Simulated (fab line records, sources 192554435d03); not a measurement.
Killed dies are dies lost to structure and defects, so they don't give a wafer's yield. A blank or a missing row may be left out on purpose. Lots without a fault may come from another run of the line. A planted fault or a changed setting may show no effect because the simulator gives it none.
fab line records | flow n5_finfet
record lots=24 wafers=72 last_day=18
route steps=1938 shown BEOL_M5@1154 BEOL_M6@1196
lots that met no fault: from a run of the same line without faults
start_h: hours from the record's first day to the start of the lot's first wafer shown | wait_h: hours since the lot's step before | " the same as in the row above | L1.1+2: a row that stands for several wafers | - no value, or no start given | * or withheld: withheld | < > ~ a bound
route shown NAME@n: a module of which the file shows steps, and the number in the route of the first | usual: mean/standard deviation of fault-free wafers | same: alike in all rows | chamber/n: place in a boat | sites: the reading at each site | _std_site: their standard deviation | _edge_site: outer sites' mean less inner sites' | radius_mm: how far each site lies from the wafer's centre | mask NAME#n: copy n | behind: the tool/chamber that last shaped the wafer | hold: why the lot was held/for how many hours/how that ended | device: the transistor (n, p or np) that didn't switch | end of line: the same wafers' tests at the end of the route | a step without rows: its recipe alone | killed: dies lost to structure and defects at the first sort, not the wafer's yield | map: a wafer's dies, x killed, . not, _ none there
set.NAME: the setting as run; set.NAME@STEP: as run at that earlier step | model.NAME: the simulator's own value behind a step, which no gauge read
steps of the route over a sample of lots; a table a step, a row a wafer
services: from which hour (start_h, from the record's first day; less than 0 if before it) a tool's chamber was out of use, for how many hours, and why
## steps
# step N5_BEOL_M5_ETCH_68
# recipe chemistry=N2/H2 target=SOC target_depth_a=800 overetch_a=160 mask_material=SiARC temp_c=40 time_s=120 ion_energy_ev=200 pressure_mtorr=30 source_w=840 bias_w=150 n2_flow_sccm=200 h2_flow_sccm=200
# usual drypump_motor_current_A=5.9/0.45 oes_product_au=0.58/0.053 rf_vpp_V=523/3.1 showerhead_plenum_p_Torr=2.53/0.11 temp_c=40.01/0.12 throttle_valve_pct=17.93/0.28
# columns lot.wafer tool chamber start_h wait_h drypump_motor_current_A oes_product_au rf_hours_counter_h rf_vpp_V showerhead_plenum_p_Torr temp_c throttle_valve_pct
L074.3 rie_diel-01 0 167.45 0.0 5.5 0.54 217 524 2.53 40.00 18.12
L074.5 " 0 " " 5.5 0.55 - 523 2.53 40.25 18.11
L074.6 " 2 " " 5.4 0.56 - 525 2.64 39.91 17.97
L076.1 rie_diel-01 2 178.42 0.0 5.4 0.56 183 525 2.64 40.10 17.96
L076.4 " 2 " " 5.4 0.56 - 528 2.64 39.85 17.99
L076.6 " 3 " " 5.4 0.59 - 523 2.58 40.08 18.47
L075.2 rie_diel-06 3 180.88 0.0 5.8 0.59 125 518 2.35 40.08 17.62
L075.5 " 0 " " 6.5 0.57 - 520 2.44 39.79 17.56
L075.6 " 3 " " 5.9 0.59 - 519 2.35 40.03 17.60
L077.2 rie_diel-01 2 185.11 0.0 5.4 0.56 187 527 2.64 39.96 17.98
L077.3 " 0 " " 5.5 0.54 224 523 2.52 39.92 18.12
L077.4 " 0 " " 5.5 0.54 - 523 2.52 40.01 18.12
L078.3 rie_diel-03 1 193.48 0.0 6.8 0.54 201 520 2.41 39.99 18.05
L078.4 " 0 " " 5.8 0.58 159 526 2.64 39.96 18.17
L078.6 " 2 " " 6.2 0.53 - 527 2.62 39.99 17.93
L079.1 rie_diel-01 2 200.63 0.0 5.4 0.56 191 527 2.64 40.14 18.00
L079.4 " 0 " " 5.5 0.53 229 523 2.52 39.84 18.13
L079.6 " 2 " " 5.4 0.56 - 526 2.64 39.73 17.98
L081.2 rie_diel-06 0 206.25 0.0 6.5 0.57 191 521 2.43 40.10 17.56
L081.4 " 0 " " 6.5 0.56 - 521 2.43 40.15 17.58
L081.6 " 1 " " 6.5 0.67 - 528 2.71 39.90 17.81
L080.1 rie_diel-03 2 210.21 0.0 6.2 0.52 211 527 2.62 40.14 17.94
L080.2 " 3 " " 5.8 0.59 121 521 2.47 40.11 17.62
L080.3 " 0 " " 5.7 0.57 165 527 2.64 40.20 18.18
L082.2 rie_diel-06 1 218.24 0.0 6.5 0.66 45 528 2.71 40.00 17.81
L082.3 " 0 " " 6.5 0.56 196 520 2.43 40.19 17.56
L082.6 " 1 " " 6.5 0.65 - 529 2.71 39.94 17.82
L083.1 rie_diel-03 3 225.45 0.0 5.9 0.58 126 523 2.47 40.28 17.62
L083.3 " 2 " " 6.2 0.53 216 525 2.62 39.77 17.95
L083.6 " 0 " " 5.8 0.58 - 528 2.64 40.05 18.18
L084.1 rie_diel-06 1 225.66 0.0 6.5 0.66 48 528 2.71 39.76 17.82
L084.2 " 2 " " 5.6 0.75 1 524 2.47 40.15 17.84
L084.5 " 3 " " 5.9 0.58 - 518 2.35 40.13 17.63
L085.4 rie_diel-03 1 234.90 0.0 6.8 0.53 215 519 2.40 39.84 18.06
L085.5 " 3 " " 5.9 0.59 - 521 2.46 39.91 17.63
L085.6 " 0 " " 5.7 0.57 - 526 2.64 39.95 18.21
L086.2 rie_diel-01 3 240.13 0.0 5.4 0.58 154 523 2.58 40.04 18.49
L086.4 " 2 " " 5.4 0.55 205 526 2.63 39.90 18.03
L086.6 " 3 " " 5.4 0.58 - 525 2.58 39.97 18.51
L088.1 rie_diel-06 0 249.42 0.0 6.5 0.56 204 520 2.43 39.81 17.60
L088.2 " 2 " " 5.7 0.72 6 523 2.47 40.06 17.84
L088.3 " 1 " " 6.5 0.64 54 527 2.70 40.14 17.82
L087.1 rie_diel-06 3 252.09 0.0 5.9 0.58 147 519 2.34 39.89 17.65
L087.2 " 2 " " 5.6 0.72 7 522 2.47 39.81 17.83
L087.3 " 1 " " 6.5 0.66 55 526 2.70 40.01 17.84
L089.1 rie_diel-06 1 257.97 0.0 6.5 0.64 56 527 2.70 40.11 17.84
L089.3 " 0 " " 6.5 0.56 207 520 2.43 39.93 17.60
L089.4 " 3 " " 5.8 0.57 148 518 2.34 39.99 17.65
L091.3 rie_diel-03 2 275.02 0.0 6.2 0.52 230 526 2.61 40.13 17.98
L091.4 " 1 " " 6.9 0.53 226 519 2.40 39.88 18.09
L091.6 " 3 " " 5.8 0.58 - 522 2.46 39.92 17.66
L093.1 rie_diel-03 3 285.33 0.0 5.8 0.57 144 522 2.46 39.80 17.67
L093.4 " 2 " " 6.2 0.52 234 526 2.61 39.98 17.96
L093.6 " 0 " " 5.7 0.56 - 526 2.63 40.02 18.21
L090.2 rie_diel-03 2 285.76 0.0 6.2 0.52 234 526 2.61 40.06 17.95
L090.3 " 0 " " 5.8 0.56 187 527 2.63 40.21 18.21
L090.5 " 3 " " 5.8 0.58 - 521 2.46 39.98 17.66
L092.2 rie_diel-01 3 296.15 0.0 5.4 0.57 173 522 2.57 39.94 18.52
L092.4 " 2 " " 5.4 0.54 - 526 2.63 39.80 18.04
L092.6 " 2 " " 5.4 0.54 - 528 2.63 40.10 18.04
L094.1 rie_diel-06 3 302.49 0.0 5.9 0.57 162 518 2.34 39.90 17.67
L094.2 " 1 " " 6.5 0.64 69 527 2.70 40.15 17.85
L094.3 " 2 " " 5.6 0.69 21 522 2.47 40.21 17.86
L095.3 rie_diel-06 0 305.31 0.0 6.5 0.55 222 520 2.42 40.24 17.63
L095.5 " 2 " " 5.6 0.69 - 523 2.47 40.02 17.86
L095.6 " 3 " " 5.9 0.57 - 519 2.34 40.17 17.68
L096.2 rie_diel-03 3 307.93 0.0 5.8 0.57 150 521 2.46 39.92 17.67
L096.3 " 0 " " 5.8 0.56 193 527 2.63 39.94 18.23
L096.5 " 0 " " 5.7 0.56 - 527 2.63 39.97 18.22
L097.2 rie_diel-01 3 316.75 0.0 5.4 0.56 181 523 2.56 40.03 18.53
L097.4 " 2 " " 5.4 0.54 231 526 2.62 40.02 18.06
L097.5 " 0 " " 5.5 0.74 - 522 2.51 40.05 17.74
# step N5_BEOL_M5_DEGAS_44
# recipe ambient=vacuum temp_c=250 time_s=60
# usual heater_power_w=334/34
# columns lot.wafer tool chamber start_h wait_h heater_power_w
L074.3 pvd_sputter-03 - 168.51 0.4 356
L074.5 " - " " 301
L074.6 " - " " 348
L076.1 pvd_sputter-01 - 179.39 0.4 323
L076.4 " - " " 238
L076.6 " - " " 241
L075.2 pvd_sputter-03 - 181.94 0.4 299
L075.5 " - " " 351
L075.6 " - " " 355
L077.2 pvd_sputter-02 - 186.33 0.6 368
L077.3 " - " " 344
L077.4 " - " " 329
L078.3 pvd_sputter-02 - 194.65 0.5 370
L078.4 " - " " 329
L078.6 " - " " 325
L079.1 pvd_sputter-02 - 201.58 0.4 366
L079.4 " - " " 375
L079.6 " - " " 370
L081.2 pvd_sputter-03 - 207.37 0.2 308
L081.4 " - " " 355
L081.6 " - " " 348
L080.1 pvd_sputter-02 - 211.54 0.5 372
L080.2 " - " " 346
L080.3 " - " " 375
L082.2 pvd_sputter-03 - 219.09 0.2 354
L082.3 " - " " 304
L082.6 " - " " 351
L083.1 pvd_sputter-03 - 226.77 0.6 358
L083.3 " - " " 355
L083.6 " - " " 348
L084.1 pvd_sputter-02 - 226.91 0.7 341
L084.2 " - " " 378
L084.5 " - " " 339
L085.4 pvd_sputter-01 - 235.99 0.3 311
L085.5 " - " " 317
L085.6 " - " " 241
L086.2 pvd_sputter-03 - 241.00 0.2 351
L086.4 " - " " 341
L086.6 " - " " 300
L088.1 pvd_sputter-03 - 250.41 0.4 354
L088.2 " - " " 358
L088.3 " - " " 303
L087.1 pvd_sputter-02 - 256.14 3.5 345
L087.2 " - " " 319
L087.3 " - " " 370
L089.1 pvd_sputter-03 - 259.26 0.7 346
L089.3 " - " " 349
L089.4 " - " " 308
L091.3 pvd_sputter-02 - 275.88 0.2 381
L091.4 " - " " 344
L091.6 " - " " 328
L093.1 pvd_sputter-03 - 286.50 0.6 354
L093.4 " - " " 293
L093.6 " - " " 356
L090.2 pvd_sputter-01 - 286.80 0.4 232
L090.3 " - " " 313
L090.5 " - " " 234
L092.2 pvd_sputter-03 - 297.17 0.2 350
L092.4 " - " " 302
L092.6 " - " " 348
L094.1 pvd_sputter-02 - 303.35 0.3 349
L094.2 " - " " 374
L094.3 " - " " 327
L095.3 pvd_sputter-02 - 306.20 0.2 379
L095.5 " - " " 341
L095.6 " - " " 327
L096.2 pvd_sputter-01 - 309.13 0.6 313
L096.3 " - " " 337
L096.5 " - " " 328
L097.2 pvd_sputter-01 - 317.66 0.3 327
L097.4 " - " " 317
L097.5 " - " " 308
# step N5_BEOL_M5_ALD_86
# recipe material=TaN target_thk_a=* temp_c=275 ald_precursor_family=PDMAT ald_co_reactant=NH3 pressure_torr=3 carrier_flow_sccm=1500 pulse_time_s=2 purge_time_s=3 co_reactant_purge_time_s=2 co_reactant_pulse_time_s=3 ald_cycles=30 precursor_vessel_temp_c=75 precursor_vessel_pressure_torr=26.25 precursor_vessel_carrier_sccm=1000
# usual heater_power_w=422/40 precursor_vessel_pressure_torr=26.25/0.048
# columns lot.wafer tool chamber start_h wait_h heater_power_w precursor_vessel_pressure_torr
L074.3 ald_metal-04 2 168.68 0.1 394 26.23
L074.5 " 0 " " 393 26.27
L074.6 " 3 " " 378 26.25
L076.1 ald_metal-04 2 179.54 0.1 395 26.20
L076.4 " 0 " " 403 26.34
L076.6 " 0 " " 384 26.29
L075.2 ald_metal-04 3 182.04 0.0 394 26.23
L075.5 " 2 " " 397 26.32
L075.6 " 1 " " 385 26.36
L077.2 ald_metal-03 2 186.46 0.1 490 26.24
L077.3 " 1 " " 432 26.14
L077.4 " 3 " " 367 26.24
L078.3 ald_metal-03 2 194.75 0.0 482 26.28
L078.4 " 3 " " 377 26.23
L078.6 " 0 " " 396 26.25
L079.1 ald_metal-04 0 201.68 0.0 397 26.20
L079.4 " 2 " " 389 26.21
L079.6 " 2 " " 398 26.31
L081.2 ald_metal-03 1 207.47 0.0 441 26.24
L081.4 " 2 " " 502 26.24
L081.6 " 2 " " 494 26.22
L080.1 ald_metal-01 3 211.64 0.0 448 26.28
L080.2 " 2 " " 483 26.25
L080.3 " 0 " " 447 26.24
L082.2 ald_metal-04 2 219.20 0.0 400 26.35
L082.3 " 3 " " 393 26.21
L082.6 " 3 " " 395 26.26
L083.1 ald_metal-01 2 226.95 0.1 487 26.20
L083.3 " 1 " " 422 26.25
L083.6 " 1 " " 417 26.23
L084.1 ald_metal-04 0 227.02 0.0 396 26.26
L084.2 " 1 " " 385 26.12
L084.5 " 1 " " 386 26.15
L085.4 ald_metal-03 2 236.10 0.1 481 26.26
L085.5 " 2 " " 478 26.27
L085.6 " 3 " " 371 26.24
L086.2 ald_metal-03 3 241.12 0.1 363 26.28
L086.4 " 1 " " 428 26.19
L086.6 " 2 " " 496 26.23
L088.1 ald_metal-01 3 250.51 0.0 441 26.24
L088.2 " 0 " " 450 26.31
L088.3 " 2 " " 481 26.31
L087.1 ald_metal-03 0 256.24 0.0 399 26.18
L087.2 " 1 " " 433 26.24
L087.3 " 3 " " 374 26.24
L089.1 ald_metal-01 3 259.46 0.1 446 26.19
L089.3 " 0 " " 446 26.30
L089.4 " 2 " " 490 26.20
L091.3 ald_metal-03 1 275.98 0.0 432 26.30
L091.4 " 2 " " 495 26.21
L091.6 " 1 " " 439 26.31
L093.1 ald_metal-03 1 286.60 0.0 443 26.26
L093.4 " 2 " " 481 26.28
L093.6 " 1 " " 438 26.24
L090.2 ald_metal-04 0 286.90 0.0 388 26.27
L090.3 " 3 " " 398 26.18
L090.5 " 2 " " 408 26.24
L092.2 ald_metal-01 0 297.27 0.0 431 26.25
L092.4 " 1 " " 425 26.27
L092.6 " 0 " " 452 26.32
L094.1 ald_metal-01 2 303.58 0.2 484 26.25
L094.2 " 1 " " 416 26.22
L094.3 " 3 " " 446 26.29
L095.3 ald_metal-04 0 306.40 0.1 387 26.27
L095.5 " 3 " " 388 26.19
L095.6 " 0 " " 398 26.25
L096.2 ald_metal-03 2 309.23 0.0 497 26.21
L096.3 " 0 " " 391 26.22
L096.5 " 1 " " 439 26.23
L097.2 ald_metal-01 3 317.76 0.0 428 26.33
L097.4 " 0 " " 469 26.26
L097.5 " 3 " " 445 26.29
# step N5_BEOL_M5_CO_CAP_78
# recipe material=Co target_thk_a=20 temp_c=200 precursor=CCTBA/H2 pressure_torr=30 time_s=102.1
# usual heater_power_w=244/20
# columns lot.wafer tool chamber start_h wait_h heater_power_w
L074.3 cvd_co-01 1 174.62 0.0 218
L074.5 " 2 " " 270
L074.6 " 1 " " 224
L076.1 cvd_co-01 1 185.39 0.0 229
L076.4 " 2 " " 266
L076.6 " 0 " " 214
L075.2 cvd_co-01 2 188.02 0.0 268
L075.5 " 1 " " 219
L075.6 " 2 " " 268
L077.2 cvd_co-01 0 192.39 0.0 222
L077.3 " 2 " " 270
L077.4 " 1 " " 224
L078.3 cvd_co-01 0 200.52 0.0 214
L078.4 " 1 " " 225
L078.6 " 0 " " 213
L079.1 cvd_co-02 0 207.98 0.0 251
L079.4 " 0 " " 250
L079.6 " 1 " " 241
L081.2 cvd_co-02 1 213.18 0.0 249
L081.4 " 1 " " 240
L081.6 " 2 " " 257
L080.1 cvd_co-01 2 217.48 0.0 269
L080.2 " 0 " " 216
L080.3 " 1 " " 226
L082.2 cvd_co-02 1 225.01 0.0 243
L082.3 " 2 " " 256
L082.6 " 1 " " 251
L083.1 cvd_co-02 1 233.05 0.0 250
L083.3 " 2 " " 264
L083.6 " 1 " " 252
L084.1 cvd_co-02 1 233.54 0.0 249
L084.2 " 2 " " 257
L084.5 " 2 " " 262
L086.2 cvd_co-01 0 248.28 0.1 216
L086.4 " 0 " " 215
L086.6 " 0 " " 220
L085.4 cvd_co-02 2 252.63 0.0 265
L085.5 " 0 " " 255
L085.6 " 1 " " 249
L088.1 cvd_co-01 0 256.90 0.1 214
L088.2 " 0 " " 214
L088.3 " 0 " " 221
L087.1 cvd_co-01 2 262.21 0.0 267
L087.2 " 0 " " 216
L087.3 " 1 " " 222
L089.1 cvd_co-02 1 265.91 0.0 246
L089.3 " 0 " " 257
L089.4 " 2 " " 260
L091.3 cvd_co-02 1 283.96 0.0 248
L091.4 " 0 " " 259
L091.6 " 1 " " 249
L093.1 cvd_co-02 1 292.61 0.0 251
L093.4 " 2 " " 264
L093.6 " 0 " " 250
L090.2 cvd_co-02 2 293.10 0.0 264
L090.3 " 0 " " 256
L090.5 " 0 " " 256
L092.2 cvd_co-01 0 303.29 0.0 216
L092.4 " 0 " " 221
L092.6 " 2 " " 258
L094.1 cvd_co-01 2 309.62 0.0 269
L094.2 " 0 " " 221
L094.3 " 1 " " 227
L095.3 cvd_co-01 1 313.03 0.0 216
L095.5 " 2 " " 275
L095.6 " 0 " " 220
L096.2 cvd_co-02 2 315.26 0.0 261
L096.3 " 0 " " 257
L096.5 " 2 " " 261
L097.2 cvd_co-02 1 323.98 0.0 246
L097.4 " 0 " " 261
L097.5 " 1 " " 244
# step N5_BEOL_M6_THK_MEAS_01
# recipe reads=SiCOH_lowk_of_BEOL_M6_ILD_DEP_00
# usual M6_ILD_THK=153.3/2.5
# columns lot.wafer tool chamber start_h wait_h M6_ILD_THK[nm]
L074.3 film_metro-02 - 175.45 0.3 152.9
L074.5 " - " " 152.4
L074.6 " - " " 154.5
L076.1 film_metro-02 - 186.37 0.4 152.1
L076.4 " - " " 155.2
L076.6 " - " " 153.8
L075.2 film_metro-02 - 188.86 0.4 153.5
L075.5 " - " " 153.7
L075.6 " - " " 154.1
L077.2 film_metro-02 - 193.31 0.4 152.3
L077.3 " - " " 152.9
L077.4 " - " " 156.6
L078.3 film_metro-01 - 201.34 0.3 153.5
L078.4 " - " " 154.6
L078.6 " - " " 155.2
L079.1 film_metro-01 - 208.85 0.4 151.2
L079.4 " - " " 154.2
L079.6 " - " " 153.1
L081.2 film_metro-02 - 214.00 0.4 154.2
L081.4 " - " " 158.3
L081.6 " - " " 152.5
L080.1 film_metro-01 - 218.36 0.4 151.3
L080.2 " - " " 151.4
L080.3 " - " " 153.6
L082.2 film_metro-01 - 225.87 0.4 150.5
L082.3 " - " " 152.5
L082.6 " - " " 152.4
L083.1 film_metro-02 - 233.88 0.4 147.1
L083.3 " - " " 155.6
L083.6 " - " " 151.3
L084.1 film_metro-02 - 234.85 0.8 151.8
L084.2 " - " " 155.2
L084.5 " - " " 158.2
L086.2 film_metro-01 - 249.20 0.4 154.7
L086.4 " - " " 157.4
L086.6 " - " " 153.3
L085.4 film_metro-01 - 253.44 0.2 155.5
L085.5 " - " " 156.0
L085.6 " - " " 149.6
L088.1 film_metro-02 - 257.88 0.4 151.2
L088.2 " - " " 147.9
L088.3 " - " " 155.4
L087.1 film_metro-02 - 263.04 0.4 151.5
L087.2 " - " " 152.2
L087.3 " - " " 153.4
L089.1 film_metro-01 - 267.01 0.4 152.2
L089.3 " - " " 152.6
L089.4 " - " " 155.8
L091.3 film_metro-01 - 284.80 0.3 154.2
L091.4 " - " " 150.3
L091.6 " - " " 153.6
L093.1 film_metro-02 - 293.45 0.4 149.5
L093.4 " - " " 153.5
L093.6 " - " " 152.6
L090.2 film_metro-02 - 293.92 0.4 150.3
L090.3 " - " " 146.7
L090.5 " - " " 155.2
L092.2 film_metro-02 - 304.14 0.4 155.4
L092.4 " - " " 155.1
L092.6 " - " " 156.2
L094.1 film_metro-02 - 310.44 0.4 146.8
L094.2 " - " " 152.3
L094.3 " - " " 153.8
L095.3 film_metro-02 - 313.85 0.3 152.7
L095.5 " - " " 151.8
L095.6 " - " " 156.3
L096.2 film_metro-02 - 316.08 0.4 149.6
L096.3 " - " " 156.1
L096.5 " - " " 149.8
L097.2 film_metro-02 - 324.81 0.4 152.9
L097.4 " - " " 156.8
L097.5 " - " " 156.9
# step N5_BEOL_M6_OVL_MEAS_12
# recipe points_per_wafer=44
# usual M6_OVL=-0.1/0.64
# same points_per_wafer=44
# columns lot.wafer tool chamber start_h wait_h M6_OVL[nm]
L074.3 overlay-01 0 176.60 0.0 0.6
L074.5 " 0 " " -0.8
L074.6 " 0 " " 0.2
L076.1 overlay-02 0 187.50 0.0 -0.4
L076.4 " 0 " " -0.9
L076.6 " 0 " " -1.3
L075.2 overlay-01 0 191.86 0.0 -1.2
L075.5 " 0 " " 0.0
L075.6 " 0 " " -1.3
L077.2 overlay-01 0 194.20 0.0 -0.5
L077.3 " 0 " " -0.1
L077.4 " 0 " " -0.4
L078.3 overlay-01 0 202.06 0.0 -0.4
L078.4 " 0 " " -0.3
L078.6 " 0 " " 0.8
L079.1 overlay-01 0 211.37 0.0 -0.4
L079.4 " 0 " " -0.8
L079.6 " 0 " " -0.6
L081.2 overlay-02 0 215.53 0.0 0.7
L081.4 " 0 " " 0.5
L081.6 " 0 " " 0.8
L080.1 overlay-02 0 219.40 0.0 0.1
L080.2 " 0 " " -0.4
L080.3 " 0 " " -0.8
L082.2 overlay-02 0 226.37 0.0 0.5
L082.3 " 0 " " 1.0
L082.6 " 0 " " 1.2
L083.1 overlay-01 0 235.70 0.0 -0.8
L083.3 " 0 " " -0.4
L083.6 " 0 " " 0.2
L084.1 overlay-01 0 235.94 0.0 -0.7
L084.2 " 0 " " -1.0
L084.5 " 0 " " -0.7
L086.2 overlay-02 0 250.62 0.0 -0.1
L086.4 " 0 " " -0.8
L086.6 " 0 " " -0.4
L085.4 overlay-01 0 256.84 0.0 -0.6
L085.5 " 0 " " -0.4
L085.6 " 0 " " -0.6
L088.1 overlay-02 0 259.41 0.0 -0.5
L088.2 " 0 " " -0.8
L088.3 " 0 " " -0.7
L087.1 overlay-02 0 263.89 0.0 -0.7
L087.2 " 0 " " 0.1
L087.3 " 0 " " -0.7
L089.1 overlay-01 0 269.76 0.0 -0.7
L089.3 " 0 " " 0.6
L089.4 " 0 " " -0.4
L091.3 overlay-01 0 286.18 0.0 0.7
L091.4 " 0 " " -0.2
L091.6 " 0 " " 0.2
L093.1 overlay-01 0 294.44 0.0 0.3
L093.4 " 0 " " 0.9
L093.6 " 0 " " 0.6
L090.2 overlay-01 0 296.20 0.0 -0.6
L090.3 " 0 " " 1.0
L090.5 " 0 " " -0.2
L092.2 overlay-01 0 304.97 0.0 0.6
L092.4 " 0 " " 0.4
L092.6 " 0 " " 0.4
L094.1 overlay-02 0 313.28 0.0 -0.2
L094.2 " 0 " " -0.3
L094.3 " 0 " " 0.0
L095.3 overlay-01 0 314.68 0.0 0.3
L095.5 " 0 " " -0.6
L095.6 " 0 " " 0.1
L096.2 overlay-02 0 317.93 0.0 0.9
L096.3 " 0 " " -0.7
L096.5 " 0 " " -0.8
L097.2 overlay-02 0 326.38 0.0 0.1
L097.4 " 0 " " -0.1
L097.5 " 0 " " -0.3
## services
# columns tool chamber start_h hours kind
ald_metal-03 - 152.78 0.6 repair
rie_diel-06 1 154.34 5.2 repair
rie_diel-01 1 176.55 - clean
rie_diel-01 1 176.55 - consumable_replace:focus_ring
rie_diel-06 2 198.77 - clean
rie_diel-06 2 198.77 - consumable_replace:focus_ring
rie_diel-06 2 198.77 24.8 scheduled_down
rie_diel-06 2 198.77 24.8 vent_cycle
rie_diel-06 - 199.41 3.9 repair
ald_metal-01 - 203.65 0.5 repair
ald_metal-04 - 204.95 0.5 repair
rie_diel-01 3 207.40 19.4 repair
cvd_co-01 - 225.40 8.7 repair
ald_metal-04 2 231.67 6.8 repair
ald_metal-04 - 239.21 1.0 repair
cvd_co-01 1 243.35 14.7 repair
cvd_co-01 2 245.00 16.6 repair
cvd_co-02 - 261.34 3.8 pm
ald_metal-04 0 271.85 3.6 repair
cvd_co-01 - 276.75 1.3 repair
ald_metal-01 - 278.79 1.1 repair
ald_metal-03 - 280.95 2.8 pm
rie_diel-01 1 293.98 4.3 repair
rie_diel-03 - 297.78 2.8 pm
## key
fault none
